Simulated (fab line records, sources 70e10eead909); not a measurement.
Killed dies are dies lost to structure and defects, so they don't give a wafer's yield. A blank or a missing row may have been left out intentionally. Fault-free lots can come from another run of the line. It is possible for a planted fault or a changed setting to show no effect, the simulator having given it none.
fab line records	flow nand_harc
[record] lots = 14	wafers = 42	last_day = 34
route steps=1302 shown A_CHANNEL_HOLE_D1@466
lots untouched by any fault: they come from a run of this same line in which no faults occurred
start_h: start of the lot's first displayed wafer, in hours after the record's first day	wait_h: time in hours since the lot's previous step	" the same as in the row above	L1.1+2: a row that stands for several wafers	- no value, or no start was given	* or withheld: withheld	< > ~ a bound
route shown NAME@n: a module of which the file shows steps, and the number in the route of the first	usual: average and standard deviation across the fault-free wafers	same: alike in all rows	chamber/n: place in a boat	sites: readings site by site	_std_site: the standard deviation of these	_edge_site: outer sites' mean less inner sites'	radius_mm: for every site, how far away it sits from the centre of the wafer	mask NAME#n: copy n	behind: the most recent tool/chamber to have shaped the wafer	hold: what put the lot on hold/how long, in hours/how the hold closed	device: the n, p or np transistor that did not switch	end of line: tests of these same wafers at the route's end	a step without rows: its recipe alone	killed: not the wafer's yield, but the dies lost to structure and defects at the first sort	map: a wafer's dies, x killed, . not, _ none there
set.NAME: the run value of the setting; set.NAME@STEP: its run value at that earlier step	model.NAME: the simulator's own value behind a step, which no gauge read
the route's steps for a sample of lots (tables are steps, rows are wafers)
services: a tool's chamber out of use, with start hour (start_h, from the record's first day; less than 0 if before it), hours out, and reason
[[steps]]
[step NHARC_A_CHANNEL_HOLE_D1_ETCH_38]
[recipe] target_depth_a = 390	over_etch_frac = 0.3	time_s = 65	ion_energy_ev = 80	cf4_flow_sccm = 150	ar_flow_sccm = 0	rf_w = 300	bias_w = 100	chemistry = CF4
[usual] bias_w = 100.0/0.31	cf4_flow_sccm = 150.0/0.48	drypump_motor_current_A = 5.9/0.31	oes_product_au = 1.003/0.012	rf_vpp_V = 151.0/1.1	showerhead_plenum_p_Torr = 1.75/0.05	throttle_valve_pct = 13.284/0.0081
[same] time_s = 65
lot.wafer	tool	chamber	start_h	wait_h	bias_w	cf4_flow_sccm	drypump_motor_current_A	oes_product_au	rf_hours_counter_h	rf_vpp_V	showerhead_plenum_p_Torr	throttle_valve_pct
L292.2	rie_diel-11	1	187.66	0.1	100.2	149.8	6.0	0.988	7	150.7	1.74	13.290
L292.3	"	3	"	"	100.0	149.9	5.8	1.014	10	151.0	1.74	13.285
L292.5	"	1	"	"	100.2	150.1	6.0	0.984	-	150.7	1.74	13.293
L293.1	rie_diel-01	3	194.37	0.1	100.0	149.6	5.9	1.008	53	149.7	1.70	13.287
L293.4	"	0	"	"	100.1	149.3	5.3	1.004	55	149.4	1.64	13.295
L293.6	"	2	"	"	99.4	150.4	6.6	1.017	-	151.8	1.83	13.285
L297.4	rie_diel-09	3	237.35	0.1	100.0	150.4	5.7	1.001	23	151.7	1.86	13.255
L297.1	"	0	"	"	99.9	150.4	6.2	0.989	26	150.6	1.68	13.288
L297.2	"	2	"	"	100.2	149.7	5.8	1.004	28	151.1	1.79	13.274
L298.2	rie_diel-11	1	237.53	0.1	99.2	150.3	5.9	0.974	10	150.9	1.74	13.292
L298.3	"	2	"	"	100.1	150.2	5.7	1.023	14	150.4	1.74	13.291
L298.1	"	3	"	"	100.5	150.2	5.7	1.026	14	152.6	1.74	13.280
L300.4	rie_diel-09	3	262.19	0.1	100.5	150.5	5.7	1.001	34	152.5	1.85	13.286
L300.1	"	0	"	"	100.1	149.8	6.2	0.985	39	150.7	1.68	13.289
L300.5	"	2	"	"	99.8	149.8	5.8	0.994	-	151.9	1.79	13.273
L301.3	rie_diel-11	2	268.27	0.1	99.8	150.7	5.6	1.016	0	150.9	1.74	13.270
L301.2	"	3	"	"	99.7	149.3	5.7	1.004	0	150.4	1.74	13.288
L301.5	"	1	"	"	100.2	149.7	6.0	0.997	-	151.4	1.74	13.299
L303.4	rie_diel-09	0	285.58	0.1	100.7	149.9	6.2	0.987	46	151.1	1.68	13.286
L303.1	"	1	"	"	100.3	149.4	6.6	0.988	49	151.6	1.81	13.287
L303.6	"	0	"	"	100.2	149.9	6.2	0.978	-	149.9	1.68	13.277
L304.1	rie_diel-11	1	289.84	0.1	100.4	150.4	6.0	0.993	2	153.6	1.74	13.275
L304.3	"	2	"	"	100.5	149.7	5.7	1.021	2	151.4	1.74	13.271
L304.4	"	3	"	"	99.5	148.8	5.7	1.023	3	150.0	1.74	13.279
L305.1	rie_diel-11	3	314.26	0.1	100.3	148.6	5.7	1.011	5	150.0	1.74	13.272
L305.3	"	0	"	"	99.9	149.6	6.0	1.020	5	150.5	1.69	13.283
L305.5	"	3	"	"	100.1	149.5	5.7	1.013	-	149.7	1.74	13.295
L308.4	rie_diel-11	1	343.83	0.1	99.6	150.2	5.9	0.986	7	151.6	1.74	13.282
L308.2	"	2	"	"	100.0	150.6	5.7	0.999	8	150.9	1.74	13.287
L308.5	"	3	"	"	100.0	150.1	5.7	1.005	-	150.4	1.74	13.275
L310.2	rie_diel-11	1	355.74	0.1	100.0	149.4	5.9	0.974	8	152.4	1.73	13.276
L310.5	"	1	"	"	100.1	149.1	5.9	0.973	-	150.3	1.74	13.288
L310.6	"	2	"	"	99.9	149.6	5.7	0.995	-	149.6	1.74	13.278
L311.4	rie_diel-11	3	388.25	0.1	100.5	149.4	5.8	1.004	10	151.0	1.74	13.287
L311.5	"	0	"	"	99.5	151.0	6.1	1.005	-	151.1	1.69	13.283
L311.6	"	1	"	"	100.2	149.6	6.0	0.991	-	151.5	1.73	13.286
L312.2	rie_diel-11	1	388.27	0.1	100.1	150.2	5.9	0.986	10	151.5	1.74	13.283
L312.3	"	2	"	"	99.8	149.6	5.7	1.008	10	152.1	1.74	13.281
L312.4	"	0	"	"	99.3	150.2	6.0	1.018	10	150.5	1.69	13.277
L315.3	rie_diel-11	2	424.74	0.1	100.2	150.7	5.6	1.013	14	150.2	1.73	13.279
L315.6	"	0	"	"	99.8	149.5	6.0	1.006	-	150.4	1.69	13.291
L315.5	"	1	"	"	100.3	149.5	5.9	0.987	-	149.9	1.73	13.284
[step NHARC_A_CHANNEL_HOLE_D1_ETCH_20]
[recipe] bias_v = 3000	source_w = withheld	pressure_mtorr = 20	time_s = 361.9	ar_flow_sccm = 375	c4f8_flow_sccm = 89.3	o2_flow_sccm = 35.7	temp_c = -20	target_depth_a = 16000	chemistry = C4F8/O2/Ar
[usual] c4f8_flow_sccm = 89.30/0.28	chamber_pressure_mTorr = 19.997/0.018	drypump_motor_current_A = 5.8/0.41	o2_flow_sccm = 35.68/0.11	showerhead_plenum_p_Torr = 3.69/0.094	throttle_valve_pct = 32.153/0.0091
[same] time_s = 361.9
lot.wafer	tool	chamber	start_h	wait_h	c4f8_flow_sccm	chamber_pressure_mTorr	drypump_motor_current_A	o2_flow_sccm	rf_hours_counter_h	showerhead_plenum_p_Torr	throttle_valve_pct
L292.2	har_etch-02	0	188.92	0.1	89.43	19.997	6.3	35.74	288	3.56	32.160
L292.3	"	0	"	"	89.11	20.021	6.3	35.68	-	3.56	32.164
L292.5	"	0	"	"	89.58	20.029	6.2	35.75	-	3.56	32.162
L293.1	har_etch-01	1	198.94	0.1	89.31	19.983	5.9	35.60	95	3.73	32.161
L293.4	"	0	"	"	89.30	19.959	5.9	35.44	-	3.71	32.143
L293.6	"	0	"	"	89.36	19.990	5.9	35.67	-	3.71	32.138
L297.2	har_etch-01	0	240.94	0.1	90.02	20.039	5.9	35.76	118	3.70	32.143
L297.1	"	1	"	"	88.88	19.976	5.9	35.60	118	3.71	32.161
L297.4	"	0	"	"	89.61	19.999	5.9	35.89	-	3.70	32.153
L298.1	har_etch-02	0	244.32	0.1	89.36	20.008	6.2	35.70	322	3.55	32.144
L298.2	"	1	"	"	90.23	20.022	5.1	35.67	322	3.75	32.160
L298.3	"	1	"	"	90.04	19.977	5.1	35.65	-	3.75	32.155
L300.1	har_etch-01	0	263.51	0.1	88.72	19.993	5.9	35.84	130	3.69	32.153
L300.4	"	1	"	"	89.52	20.008	5.9	35.60	-	3.71	32.149
L300.5	"	1	"	"	89.72	20.028	5.9	35.71	-	3.71	32.141
L301.2	har_etch-02	0	273.34	0.1	89.24	19.999	6.2	35.64	341	3.54	32.158
L301.3	"	0	"	"	89.83	20.004	6.2	35.45	-	3.54	32.132
L301.5	"	0	"	"	89.36	19.999	6.2	35.50	-	3.54	32.166
L303.1	har_etch-01	1	286.98	0.1	89.12	19.990	5.9	35.69	149	3.70	32.141
L303.4	"	1	"	"	89.20	20.008	5.9	35.81	-	3.70	32.162
L303.6	"	1	"	"	89.38	19.958	5.9	35.72	-	3.70	32.157
L304.1	har_etch-01	1	291.11	0.1	89.13	19.998	5.9	35.69	153	3.70	32.144
L304.3	"	1	"	"	88.86	19.958	5.9	35.69	-	3.70	32.141
L304.4	"	0	"	"	89.22	20.019	5.8	35.78	-	3.68	32.155
L305.1	har_etch-02	0	317.69	0.1	89.21	20.013	6.2	35.53	364	3.52	32.145
L305.3	"	1	"	"	88.80	20.000	5.1	35.71	-	3.73	32.165
L305.5	"	1	"	"	88.85	20.018	5.2	35.63	-	3.73	32.162
L308.2	har_etch-02	0	346.78	0.1	89.24	19.976	6.3	35.74	379	3.51	32.154
L308.4	"	1	"	"	89.25	20.017	5.1	35.68	-	3.72	32.165
L308.5	"	0	"	"	89.39	20.002	6.3	35.72	-	3.52	32.168
L310.2	har_etch-01	0	357.96	0.1	89.15	19.974	5.9	35.83	187	3.66	32.158
L310.5	"	1	"	"	89.27	19.977	5.9	35.67	-	3.68	32.142
L310.6	"	0	"	"	89.67	20.000	5.9	35.77	-	3.66	32.157
L311.4	har_etch-01	1	389.58	0.2	89.53	19.988	5.9	35.72	-	3.67	32.147
L311.6	"	1	"	"	89.70	20.013	5.9	35.77	-	3.67	32.155
L311.5	"	0	"	"	89.03	19.990	5.9	35.54	-	3.66	32.145
L312.2	har_etch-02	1	394.84	0.1	89.73	19.981	5.2	35.54	0	3.71	32.149
L312.3	"	0	"	"	89.37	19.993	6.2	35.74	-	3.93	32.148
L312.4	"	1	"	"	89.76	19.988	5.1	35.63	-	3.71	32.151
L315.3	har_etch-02	1	426.05	0.2	89.38	20.001	5.1	35.40	-	3.70	32.156
L315.6	"	1	"	"	88.98	20.019	5.1	35.41	-	3.70	32.147
L315.5	"	0	"	"	89.17	20.007	6.2	35.61	-	3.92	32.155
[step NHARC_A_CHANNEL_HOLE_D1_ETCH_24]
[recipe] bias_v = 5000	source_w = withheld	pressure_mtorr = 20	time_s = 906.2	ar_flow_sccm = 375	c4f8_flow_sccm = 93.8	o2_flow_sccm = 31.2	temp_c = -20	target_depth_a = 15000	chemistry = C4F8/O2/Ar
[usual] c4f8_flow_sccm = 93.83/0.29	chamber_pressure_mTorr = 20.000/0.02	drypump_motor_current_A = 5.8/0.41	o2_flow_sccm = 31.21/0.093	showerhead_plenum_p_Torr = 3.68/0.093	throttle_valve_pct = 32.236/0.01	time_s = 906.2/0
lot.wafer	tool	chamber	start_h	wait_h	c4f8_flow_sccm	chamber_pressure_mTorr	drypump_motor_current_A	o2_flow_sccm	rf_hours_counter_h	showerhead_plenum_p_Torr	throttle_valve_pct	time_s
L292.2	har_etch-02	0	191.02	0.6	93.60	19.964	6.3	31.10	290	3.56	32.234	906.2
L292.3	"	0	"	"	93.99	20.007	6.3	31.25	-	3.56	32.239	906.2
L292.5	"	0	"	"	94.18	19.983	6.3	31.30	-	3.56	32.238	906.2
L293.1	har_etch-01	1	201.04	0.6	93.44	20.011	5.9	31.09	97	3.72	32.238	906.2
L293.4	"	0	"	"	93.89	20.002	5.9	31.33	-	3.71	32.245	906.2
L293.6	"	0	"	"	93.63	20.041	5.9	31.30	-	3.71	32.233	906.2
L297.2	har_etch-01	0	242.97	0.6	93.81	19.977	5.9	31.16	120	3.70	32.241	906.2
L297.1	"	1	"	"	93.47	19.989	5.9	31.39	120	3.71	32.233	906.2
L297.4	"	0	"	"	93.42	20.003	5.9	31.13	-	3.70	32.244	906.2
L298.1	har_etch-02	0	246.33	0.6	94.00	19.990	6.2	31.23	324	3.54	32.225	906.2
L298.2	"	1	"	"	93.08	20.008	5.2	31.19	324	3.75	32.234	906.2
L298.3	"	1	"	"	93.65	19.986	5.1	31.08	-	3.75	32.246	906.2
L300.1	har_etch-01	0	265.54	0.6	93.86	20.027	5.8	31.28	132	3.69	32.225	906.2
L300.4	"	1	"	"	93.93	20.025	5.9	31.13	-	3.70	32.242	906.2
L300.5	"	1	"	"	93.82	19.998	5.9	31.13	-	3.70	32.206	906.2
L301.2	har_etch-02	0	275.37	0.6	94.26	20.043	6.2	31.13	343	3.53	32.219	906.2
L301.3	"	0	"	"	93.72	19.981	6.3	31.40	-	3.53	32.246	906.2
L301.5	"	0	"	"	94.27	20.003	6.2	31.29	-	3.53	32.246	906.2
L303.1	har_etch-01	1	289.09	0.6	94.00	19.986	5.9	31.32	151	3.69	32.232	906.2
L303.4	"	1	"	"	93.66	20.017	5.9	31.21	-	3.69	32.228	906.2
L303.6	"	1	"	"	93.43	20.004	5.9	31.21	-	3.69	32.215	906.2
L304.1	har_etch-01	1	293.13	0.6	94.11	19.992	5.9	31.43	155	3.69	32.245	906.2
L304.3	"	1	"	"	93.98	20.009	5.9	31.17	-	3.69	32.250	906.2
L304.4	"	0	"	"	93.98	20.019	5.9	31.12	-	3.68	32.260	906.2
L305.1	har_etch-02	0	319.72	0.6	93.99	20.011	6.3	31.09	366	3.52	32.244	906.2
L305.3	"	1	"	"	93.69	20.004	5.1	31.21	-	3.72	32.229	906.2
L305.5	"	1	"	"	93.77	19.993	5.1	31.17	-	3.72	32.226	906.2
L308.2	har_etch-02	0	348.81	0.6	93.81	19.982	6.2	31.25	381	3.51	32.234	906.2
L308.4	"	1	"	"	93.39	19.988	5.1	31.24	-	3.71	32.241	906.2
L308.5	"	0	"	"	93.76	20.010	6.3	31.26	-	3.51	32.242	906.2
L310.2	har_etch-01	0	360.06	0.6	-	-	-	-	-	-	-	-
L310.5	"	1	"	"	-	-	-	-	-	-	-	-
L310.6	"	0	"	"	-	-	-	-	-	-	-	-
L311.4	har_etch-01	1	391.74	0.6	-	-	-	-	-	-	-	-
L311.6	"	1	"	"	-	-	-	-	-	-	-	-
L311.5	"	0	"	"	-	-	-	-	-	-	-	-
L312.2	har_etch-02	1	396.92	0.6	93.77	20.050	5.2	31.34	2	3.70	32.243	906.2
L312.3	"	0	"	"	93.65	19.996	6.2	31.27	-	3.93	32.214	906.2
L312.4	"	1	"	"	94.06	20.005	5.1	31.20	-	3.70	32.240	906.2
L315.3	har_etch-02	1	428.23	0.6	93.77	19.989	5.1	31.29	-	3.69	32.232	906.2
L315.6	"	1	"	"	94.06	20.007	5.1	31.18	-	3.69	32.232	906.2
L315.5	"	0	"	"	93.98	20.009	6.3	31.22	-	3.92	32.241	906.2
[step NHARC_A_CHANNEL_HOLE_D1_ETCH_26]
[recipe] bias_v = 300	source_w = 2000	pressure_mtorr = 30	time_s = 224.1	ar_flow_sccm = 375	c4f8_flow_sccm = 11.4	o2_flow_sccm = 113.6	temp_c = -20	target_depth_a = 3000	chemistry = C4F8/O2/Ar
[usual] bias_v = 300.5/3	c4f8_flow_sccm = 11.40/0.039	drypump_motor_current_A = 5.8/0.41	o2_flow_sccm = 113.6/0.34	showerhead_plenum_p_Torr = 3.73/0.099	throttle_valve_pct = 24.584/0.0095
[same] time_s = 224.1
lot.wafer	tool	chamber	start_h	wait_h	bias_v	c4f8_flow_sccm	drypump_motor_current_A	o2_flow_sccm	rf_hours_counter_h	showerhead_plenum_p_Torr	throttle_valve_pct
L292.2	har_etch-02	0	192.57	0.6	302.0	11.42	6.2	113.4	291	3.60	24.581
L292.3	"	0	"	"	300.5	11.49	6.3	113.5	-	3.60	24.589
L292.5	"	0	"	"	300.1	11.42	6.2	114.1	-	3.60	24.590
L293.1	har_etch-01	1	202.60	0.6	303.0	11.35	5.9	113.6	99	3.77	24.578
L293.4	"	0	"	"	296.5	11.40	5.9	113.7	-	3.76	24.586
L293.6	"	0	"	"	299.2	11.41	5.9	114.2	-	3.76	24.590
L297.2	har_etch-01	0	244.62	0.7	304.8	11.37	5.9	113.5	122	3.75	24.586
L297.1	"	1	"	"	303.9	11.47	5.9	113.7	122	3.76	24.588
L297.4	"	0	"	"	303.9	11.36	5.9	113.6	-	3.75	24.594
L298.1	har_etch-02	0	248.00	0.8	301.3	11.38	6.2	113.4	326	3.58	24.594
L298.2	"	1	"	"	304.6	11.41	5.1	113.5	326	3.80	24.594
L298.3	"	1	"	"	302.7	11.37	5.1	113.5	-	3.80	24.571
L300.1	har_etch-01	0	267.18	0.7	297.6	11.44	5.9	114.0	133	3.74	24.573
L300.4	"	1	"	"	295.9	11.45	5.9	113.8	-	3.75	24.567
L300.5	"	1	"	"	299.6	11.41	5.9	113.1	-	3.75	24.605
L301.2	har_etch-02	0	277.02	0.7	305.9	11.43	6.3	114.5	345	3.57	24.578
L301.3	"	0	"	"	300.7	11.40	6.2	114.1	-	3.57	24.578
L301.5	"	0	"	"	301.4	11.43	6.3	113.7	-	3.57	24.579
L303.1	har_etch-01	1	290.64	0.6	301.7	11.39	5.9	113.4	152	3.74	24.598
L303.4	"	1	"	"	302.1	11.37	5.9	113.6	-	3.74	24.575
L303.6	"	1	"	"	301.4	11.42	5.9	112.7	-	3.74	24.593
L304.1	har_etch-01	1	294.78	0.7	296.1	11.38	5.9	113.3	156	3.74	24.573
L304.3	"	1	"	"	301.3	11.44	5.9	113.6	-	3.74	24.582
L304.4	"	0	"	"	301.2	11.46	5.9	114.0	-	3.73	24.586
L305.1	har_etch-02	0	321.36	0.7	307.1	11.37	6.2	113.7	368	3.56	24.580
L305.3	"	1	"	"	293.5	11.35	5.1	113.5	-	3.77	24.568
L305.5	"	1	"	"	298.1	11.36	5.1	113.8	-	3.77	24.604
L308.2	har_etch-02	0	350.46	0.7	298.7	11.44	6.2	113.6	383	3.55	24.597
L308.4	"	1	"	"	302.7	11.37	5.1	113.0	-	3.77	24.594
L308.5	"	0	"	"	302.6	11.40	6.2	113.4	-	3.55	24.592
L310.2	har_etch-01	0	361.60	0.6	301.2	11.44	5.9	113.3	191	3.71	24.566
L310.5	"	1	"	"	302.0	11.34	5.9	113.4	-	3.72	24.588
L310.6	"	0	"	"	303.1	11.46	5.9	113.6	-	3.71	24.586
L311.4	har_etch-01	1	393.20	0.5	301.6	11.43	5.9	113.7	-	3.71	24.572
L311.6	"	1	"	"	304.7	11.46	5.9	113.3	-	3.71	24.573
L311.5	"	0	"	"	297.8	11.38	5.9	113.8	-	3.70	24.582
L312.2	har_etch-02	1	398.49	0.6	301.4	11.42	5.1	113.2	4	3.75	24.598
L312.3	"	0	"	"	295.4	11.40	6.2	113.5	-	3.99	24.599
L312.4	"	1	"	"	298.9	11.37	5.1	113.5	-	3.75	24.588
L315.3	har_etch-02	1	429.69	0.5	302.7	11.36	5.1	113.6	-	3.74	24.588
L315.6	"	1	"	"	297.3	11.42	5.1	113.1	-	3.74	24.593
L315.5	"	0	"	"	300.0	11.40	6.2	113.6	-	3.98	24.579
[step NHARC_A_CHANNEL_HOLE_D1_CD_MEAS_30]
[usual] cd_nm = 90.3/1.3
lot.wafer	tool	chamber	start_h	wait_h	cd_nm
L292.2	cd_sem-02	-	194.43	-	90.4
L292.3	"	-	"	"	90.8
L292.5	"	-	"	"	90.8
L293.1	cd_sem-02	-	204.30	-	89.3
L293.4	"	-	"	"	91.3
L293.6	"	-	"	"	89.7
L297.1	cd_sem-01	-	246.35	-	88.2
L297.2	"	-	"	"	89.0
L297.4	"	-	"	"	90.1
L298.1	cd_sem-01	-	249.75	-	89.3
L298.2	"	-	"	"	89.2
L298.3	"	-	"	"	90.2
L300.1	cd_sem-01	-	268.93	-	91.6
L300.4	"	-	"	"	88.3
L300.5	"	-	"	"	89.3
L301.2	cd_sem-01	-	278.93	-	91.5
L301.3	"	-	"	"	89.9
L301.5	"	-	"	"	89.8
L303.1	cd_sem-03	-	292.35	-	92.2
L303.4	"	-	"	"	91.4
L303.6	"	-	"	"	90.1
L304.1	cd_sem-01	-	296.52	-	88.7
L304.3	"	-	"	"	90.6
L304.4	"	-	"	"	91.2
L305.1	cd_sem-01	-	323.09	-	90.6
L305.3	"	-	"	"	88.8
L305.5	"	-	"	"	91.1
L308.2	cd_sem-03	-	352.22	-	90.7
L308.4	"	-	"	"	90.0
L308.5	"	-	"	"	90.2
L310.2	cd_sem-02	-	363.56	-	-0.2
L310.5	"	-	"	"	1.4
L310.6	"	-	"	"	-0.3
L311.4	cd_sem-03	-	394.91	-	-0.2
L311.5	"	-	"	"	-0.7
L311.6	"	-	"	"	1.3
L312.2	cd_sem-02	-	400.19	-	90.7
L312.3	"	-	"	"	90.6
L312.4	"	-	"	"	90.5
L315.3	cd_sem-02	-	431.38	-	91.7
L315.5	"	-	"	"	90.8
L315.6	"	-	"	"	91.0
[step NHARC_A_CHANNEL_HOLE_D1_XSEM_31]
[recipe] landing_energy_ev = 35000
[usual] bot_cd_nm = 74.7/1.4	bow_nm = 8.6/0.31	tilt_deg = 0.06/0.041
lot.wafer	tool	chamber	start_h	wait_h	bot_cd_nm	bow_nm	tilt_deg
L292.2	xsem-02	0	194.53	0.1	74.7	8.9	0.06
L292.3	"	0	"	"	76.0	8.9	0.06
L292.5	"	0	"	"	75.9	8.9	0.06
L293.1	xsem-01	0	204.39	0.1	73.3	8.1	0.04
L293.4	"	0	"	"	74.3	8.2	0.04
L293.6	"	0	"	"	74.5	8.3	0.04
L297.1	xsem-01	0	246.44	0.1	72.8	8.5	0.06
L297.2	"	0	"	"	73.0	8.4	0.05
L297.4	"	0	"	"	74.9	8.4	0.06
L298.1	xsem-02	0	249.84	0.1	74.1	8.5	-0.02
L298.2	"	0	"	"	74.5	8.5	-0.02
L298.3	"	0	"	"	75.1	8.5	-0.02
L300.1	xsem-02	0	269.02	0.1	76.3	8.8	0.08
L300.4	"	0	"	"	72.5	8.6	0.08
L300.5	"	0	"	"	73.5	8.6	0.08
L301.2	xsem-02	0	279.02	0.1	75.6	8.6	0.06
L301.3	"	0	"	"	75.0	8.7	0.06
L301.5	"	0	"	"	73.8	8.6	0.06
L303.1	xsem-01	0	292.43	0.1	76.9	8.4	0.06
L303.4	"	0	"	"	76.4	8.4	0.06
L303.6	"	0	"	"	74.9	8.4	0.06
L304.1	xsem-01	0	296.61	0.1	73.3	8.4	0.03
L304.3	"	0	"	"	74.2	8.3	0.04
L304.4	"	0	"	"	75.3	8.4	0.04
L305.1	xsem-01	0	323.18	0.1	73.9	8.9	0.05
L305.3	"	0	"	"	73.8	8.9	0.05
L305.5	"	0	"	"	74.8	9.0	0.05
L308.2	xsem-01	0	352.31	0.1	74.6	8.3	0.11
L308.4	"	0	"	"	73.7	8.2	0.11
L308.5	"	0	"	"	74.1	8.2	0.11
L310.2	xsem-02	0	363.65	0.1	0.4	0.7	0.11
L310.5	"	0	"	"	1.5	0.7	0.11
L310.6	"	0	"	"	0.0	0.7	0.11
L311.4	xsem-01	0	394.99	0.1	0.0	1.1	0.05
L311.5	"	0	"	"	0.0	1.1	0.05
L311.6	"	0	"	"	1.2	1.1	0.05
L312.2	xsem-02	0	400.29	0.1	75.9	8.5	-0.02
L312.3	"	0	"	"	76.1	8.6	-0.02
L312.4	"	0	"	"	76.1	8.5	-0.02
L315.3	xsem-01	0	431.47	0.1	75.1	8.8	0.01
L315.5	"	0	"	"	74.2	8.8	0.01
L315.6	"	0	"	"	74.4	8.8	0.01
[[services]]
tool	chamber	start_h	hours	kind
rie_diel-11	-	164.17	0.9	repair
rie_diel-11	0	189.51	6.1	repair
rie_diel-01	-	203.93	9.0	pm
rie_diel-11	3	207.32	2.9	repair
rie_diel-11	-	229.24	2.5	repair
rie_diel-11	-	255.50	9.0	pm
rie_diel-01	0	294.04	5.4	repair
rie_diel-01	1	295.77	7.2	repair
rie_diel-01	2	312.86	10.5	repair
rie_diel-09	-	321.49	9.0	pm
rie_diel-11	1	358.73	6.7	repair
rie_diel-01	2	361.11	8.2	repair
xsem-01	-	374.00	14.0	pm
rie_diel-09	0	374.58	1.4	repair
har_etch-02	-	377.67	17.0	pm
har_etch-02	0	377.67	17.0	vent_cycle
har_etch-02	1	377.67	17.0	vent_cycle
rie_diel-01	-	380.98	9.0	pm
har_etch-02	0	394.67	-	clean
har_etch-02	0	394.67	-	consumable_replace:focus_ring
rie_diel-11	-	407.45	0.3	repair
rie_diel-01	3	409.01	15.4	repair
rie_diel-01	2	411.48	2.7	repair
rie_diel-11	2	419.31	3.0	repair
[[key]]
[first_sign] step = NHARC_A_CHANNEL_HOLE_D1_ETCH_24	reading = tool_record	direction = missing
[effect] step = NHARC_A_CHANNEL_HOLE_D1_CD_MEAS_30	reading = cd_nm	direction = down	sigmas = 69	usual = 90.3	struck = 0.2
[effect] step = NHARC_A_CHANNEL_HOLE_D1_XSEM_31	reading = bot_cd_nm	direction = down	sigmas = 53	usual = 74.7	struck = 0.5
met_at NHARC_A_CHANNEL_HOLE_D1_ETCH_24
struck_lots L310,L311
later_rows_left_out L310.2,L310.5,L310.6,L311.4,L311.5,L311.6
sort_left_out L310.2,L310.5,L310.6,L311.4,L311.5,L311.6
tester_left_out L310,L311
not_acting_at NHARC_A_CHANNEL_HOLE_D1_ETCH_38,NHARC_A_CHANNEL_HOLE_D1_ETCH_20,NHARC_A_CHANNEL_HOLE_D1_ETCH_26
onset_between 293.13 360.06
[fault] kind = skipped_step_whole	tool = har_etch-01	chamber = -	onset_h = 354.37	steps = NHARC_A_CHANNEL_HOLE_D1_ETCH_24	scope = struck_lots_only
// tester_left_out: of these lots the tester's yield and bins aren't shown, on N5 and GAA mostly nor the transistor test; their killed dies are dies lost to structure and defects alone, not to doping, threshold or leakage, so they don't give the yield
// sort_left_out: the simulated sort isn't trusted on such a fault, so these wafers' sort isn't shown, and their yield isn't known
// later_rows_left_out: the simulator's readings of these wafers behind a module that went badly wrong aren't trusted and aren't shown, but for the sort
